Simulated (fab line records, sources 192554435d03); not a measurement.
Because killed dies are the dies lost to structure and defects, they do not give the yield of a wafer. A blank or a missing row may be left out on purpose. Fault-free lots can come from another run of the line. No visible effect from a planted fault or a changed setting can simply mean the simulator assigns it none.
Lot-split experiment ; flow n5Finfet ; 39 wafers read across 7 lots, on a route 1938 steps long

== ON THE SPLIT ==
At N5_DUMMY_GATE_ETCH_31 (etches SiO2 in C4F6/O2, target depth 82.5 nm, time 27.5 s), the setting targetDepthA was moved away from the recipe's 825 angstrom on 15 of the 39 wafers read, by -10.1% to +8.4%. The other wafers ran this setting at the recipe's value.

The reading is taken at the split's own step.

== THE READING ==
etch.depthNm (the simulator's own value, which no gauge read), in nm, at N5_DUMMY_GATE_ETCH_31 (etches SiO2 in C4F6/O2, target depth 82.5 nm, time 27.5 s). No usual value for it is given in the file. Here, 24 wafers ran the recipe; their average is 82.15 nm with a standard deviation of 1.5 nm.

wafer;tool, chamber at the split;targetDepthA as run, angstrom;against the recipe;etch.depthNm, nm;against lot-mates on the recipe
L075.3;rieDiel-05, 1;825;recipe;81.17;-
L075.4;rieDiel-05, 3;825;recipe;79.26;-
L075.5;rieDiel-05, 2;825;recipe;83.15;-
L077.1;rieDiel-06, 2;756.4;-8.3%;78.66;-2.34
L077.2;rieDiel-06, 1;756.4;-8.3%;72.36;-8.64
L077.3;rieDiel-06, 0;825;recipe;81.62;-
L077.4;rieDiel-06, 3;756.4;-8.3%;75.91;-5.09
L077.5;rieDiel-06, 0;825;recipe;81.78;-
L077.6;rieDiel-06, 1;825;recipe;79.61;-
L081.1;rieDiel-05, 2;825;recipe;84.78;-
L081.2;rieDiel-05, 0;825;recipe;82.09;-
L081.3;rieDiel-05, 1;825;recipe;82.18;-
L081.4;rieDiel-05, 3;825;recipe;80.56;-
L081.5;rieDiel-05, 0;825;recipe;82.73;-
L081.6;rieDiel-05, 3;825;recipe;80.6;-
L082.1;rieDiel-06, 1;741.3;-10.1%;72.47;-11.46
L082.2;rieDiel-06, 2;825;recipe;86.01;-
L082.3;rieDiel-06, 3;825;recipe;82.54;-
L082.4;rieDiel-06, 0;741.3;-10.1%;73.61;-10.32
L082.5;rieDiel-06, 2;741.3;-10.1%;77.79;-6.14
L082.6;rieDiel-06, 3;825;recipe;83.23;-
L084.1;rieDiel-05, 2;784.6;-4.9%;80.01;-2.43
L084.2;rieDiel-05, 3;784.6;-4.9%;76.08;-6.36
L084.3;rieDiel-05, 1;784.6;-4.9%;78.36;-4.08
L084.4;rieDiel-05, 0;825;recipe;82.17;-
L084.5;rieDiel-05, 2;825;recipe;84.25;-
L084.6;rieDiel-05, 3;825;recipe;80.91;-
L085.1;rieDiel-02, 3;894.1;+8.4%;86.3;+3.94
L085.2;rieDiel-02, 2;894.1;+8.4%;88.28;+5.92
L085.3;rieDiel-02, 1;825;recipe;83.12;-
L085.4;rieDiel-02, 0;825;recipe;82.27;-
L085.5;rieDiel-02, 2;825;recipe;81.7;-
L085.6;rieDiel-02, 1;894.1;+8.4%;90.59;+8.23
L091.1;rieDiel-02, 0;825;recipe;81.97;-
L091.2;rieDiel-02, 1;825;recipe;83.51;-
L091.3;rieDiel-02, 3;887.5;+7.6%;86.45;+4.46
L091.4;rieDiel-02, 2;825;recipe;80.49;-
L091.5;rieDiel-02, 2;887.5;+7.6%;86.64;+4.65
L091.6;rieDiel-02, 3;887.5;+7.6%;86;+4.01

FIT RESULTS
A straight line over all 39 wafers: etch.depthNm changes by +0.72 nm for each +1% of targetDepthA; r = +0.90; the points scatter about the line by 1.8 nm.
The same after taking each lot's own level away (the mean of its wafers on the recipe; 39 wafers): +0.747 nm for each +1%; r = +0.91; scatter 1.7 nm.
On that fit, the largest move of targetDepthA shifts the reading by 7.6 nm.
The span of the lots' own levels, 81.003 to 83.927 nm, comes to 1.9 times the standard deviation stated above.
Hence the lot-to-lot level has little effect on the slope; both slopes agree.
Check: for one of the wafers moved furthest among these (-10.1%), held out of the fit, the line's prediction against its lot-mates is -7.31 nm. It came out at -11.5 nm against them.

== ADDITIONAL SPLITS CARRIED BY THESE WAFERS ==
These wafers also went through other splits before the reading. Each is held against what the fit with the lots' levels taken away leaves over:
other split on the same wafers;wafers away from the commonest value;r with etch.depthNm (lot level and that fit taken away)
N5_FIN_CUT_ETCH_21 biasW;15;+0.10

== FILE'S OWN FIT ==
etch.depthNm changes by +0.753 nm for each +1% of targetDepthA, r = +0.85.
